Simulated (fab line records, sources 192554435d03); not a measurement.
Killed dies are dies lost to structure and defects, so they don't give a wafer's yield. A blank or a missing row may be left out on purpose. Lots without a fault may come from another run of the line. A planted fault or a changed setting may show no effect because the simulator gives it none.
Split-lot experiment | flow n5_finfet | 7 lots, 21 wafers read, on a route of 1938 steps

THE SPLIT
At N5_BEOL_M12_TRENCH_ETCH_34 (etches SiOC in C4F8/O2/Ar, target depth 318.95 nm, time 125.5 s), the setting time_s was moved away from the recipe's 125.5 s on 12 of the 21 wafers read, by -19.9% to +13.9%. The other wafers ran this setting at the recipe's value.

FROM THE SPLIT TO THE READING: what the file shows between them, 8 steps
- N5_BEOL_M12_STRIP_70: strips in C4F8/O2/Ar
- N5_BEOL_M12_OCD_MEAS_35
- N5_BEOL_M12_SPUTTER_45: material Cu, target thk 80 nm, time 13.33 s (also split here: time_s)
- N5_BEOL_M12_ECD_47: material Cu, target thk 720 nm
- N5_BEOL_M12_ANNEAL_48: time 90 s
- N5_BEOL_M12_CMP_49: polishes, stops on SiOC, t overpolish 20.6 s, target thk 320 nm
- N5_BEOL_M12_PRE_CLEAN_52: time 15 s
- N5_BEOL_M12_DEP_53: deposits SiCN from 3MS/NH3, target thk 30 nm, time 10.5 s

THE READING
M12_RS, in ohm/sq, at N5_BEOL_M12_RS_MEAS_54 (measures by four-point-probe). Fault-free wafers of this fab line usually give 0.0600 ohm/sq, standard deviation 0.00098 ohm/sq.

wafer  | tool, chamber at the split | time_s as run, s | against the recipe | M12_RS, ohm/sq | against lot-mates on the recipe
L075.3 | rie_diel-01, 1             | 143              | +13.9%             | 0.0524         | -0.0069
L075.5 | rie_diel-01, 1             | 143              | +13.9%             | 0.0524         | -0.0069
L075.6 | rie_diel-01, 0             | 125.5            | recipe             | 0.0593         | -
L085.1 | rie_diel-05, 3             | 105.1            | -16.3%             | 0.0757         | no lot-mate on the recipe
L085.5 | rie_diel-05, 1             | 105.1            | -16.3%             | 0.0748         | no lot-mate on the recipe
L085.6 | rie_diel-05, 3             | 105.1            | -16.3%             | 0.0754         | no lot-mate on the recipe
L089.1 | rie_diel-05, 1             | 117.7            | -6.2%              | 0.0654         | +0.0044
L089.4 | rie_diel-05, 0             | 125.5            | recipe             | 0.0601         | -
L089.6 | rie_diel-05, 1             | 125.5            | recipe             | 0.0618         | -
L088.2 | rie_diel-04, 2             | 109.4            | -12.8%             | 0.0689         | +0.0095
L088.4 | rie_diel-04, 0             | 125.5            | recipe             | 0.0594         | -
L088.6 | rie_diel-04, 2             | 109.4            | -12.8%             | 0.0687         | +0.0093
L096.2 | rie_diel-04, 3             | 125.5            | recipe             | 0.0594         | -
L096.3 | rie_diel-04, 2             | 125.5            | recipe             | 0.0592         | -
L096.6 | rie_diel-04, 2             | 138.2            | +10.1%             | 0.0546         | -0.0047
L093.1 | rie_diel-05, 1             | 100.5            | -19.9%             | 0.0775         | no lot-mate on the recipe
L093.3 | rie_diel-05, 0             | 100.5            | -19.9%             | 0.0767         | no lot-mate on the recipe
L093.6 | rie_diel-05, 2             | 100.5            | -19.9%             | 0.0759         | no lot-mate on the recipe
L095.2 | rie_diel-01, 2             | 125.5            | recipe             | 0.0593         | -
L095.5 | rie_diel-01, 0             | 125.5            | recipe             | 0.0601         | -
L095.6 | rie_diel-01, 1             | 125.5            | recipe             | 0.0593         | -

THE FIT
A straight line over all 21 wafers: M12_RS changes by -0.000768 ohm/sq for each +1% of time_s; r = -0.98; the points scatter about the line by 0.0016 ohm/sq.
The same after taking each lot's own level away (the mean of its wafers on the recipe; 15 wafers): -0.000596 ohm/sq for each +1%; r = -0.98; scatter 0.00086 ohm/sq.
On that fit, the largest move of time_s shifts the reading by 0.012 ohm/sq.
The lots' own levels span 0.05930 to 0.06095 ohm/sq, that is 1.7 times the standard deviation above.
So the lot-to-lot level changes the slope: the two fits differ.
Check: with one of the wafers moved furthest among these (+13.9%) left out of the fit, the line predicts -0.00809 ohm/sq for it against its lot-mates. It came out at -0.0069 ohm/sq against them.

OTHER SPLITS ON THESE WAFERS
These wafers also went through other splits before the reading. Each is held against what the fit with the lots' levels taken away leaves over:
other split on the same wafers | wafers away from the commonest value | r with M12_RS (lot level and that fit taken away)
N5_BEOL_M11_EXPOSE_08 dose_mj  | 7                                    | +0.37
N5_BEOL_M12_SPUTTER_45 time_s  | 6                                    | -0.10

THE WHOLE CHAIN: every reading that the file lists as answering this split, in the file's order
step                       | what it does                                                    | reading                                                                       | change (the file's fit)               | r (the file's)
N5_BEOL_M12_TRENCH_ETCH_34 | etches SiOC in C4F8/O2/Ar, target depth 318.95 nm, time 125.5 s | etch.depth_nm (the simulator's own value, which no gauge read)                | +2.99 nm for each +1% of the setting  | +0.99
N5_BEOL_M12_OCD_MEAS_35    |                                                                 | trench_depth_nm                                                               | +2.96 nm for each +1% of the setting  | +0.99
N5_BEOL_M12_CMP_49         | polishes, stops on SiOC, t overpolish 20.6 s, target thk 320 nm | Cu_of_BEOL_M12_ECD_47.thk_nm (the simulator's own value, which no gauge read) | +2.82 nm for each +1% of the setting  | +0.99
N5_BEOL_M12_RS_MEAS_54     | measures by four-point-probe                                    | M12_RS                                                                        | -0.000581 for each +1% of the setting | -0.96

THE FILE'S OWN FIT
M12_RS changes by -0.000581 ohm/sq for each +1% of time_s, r = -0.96.
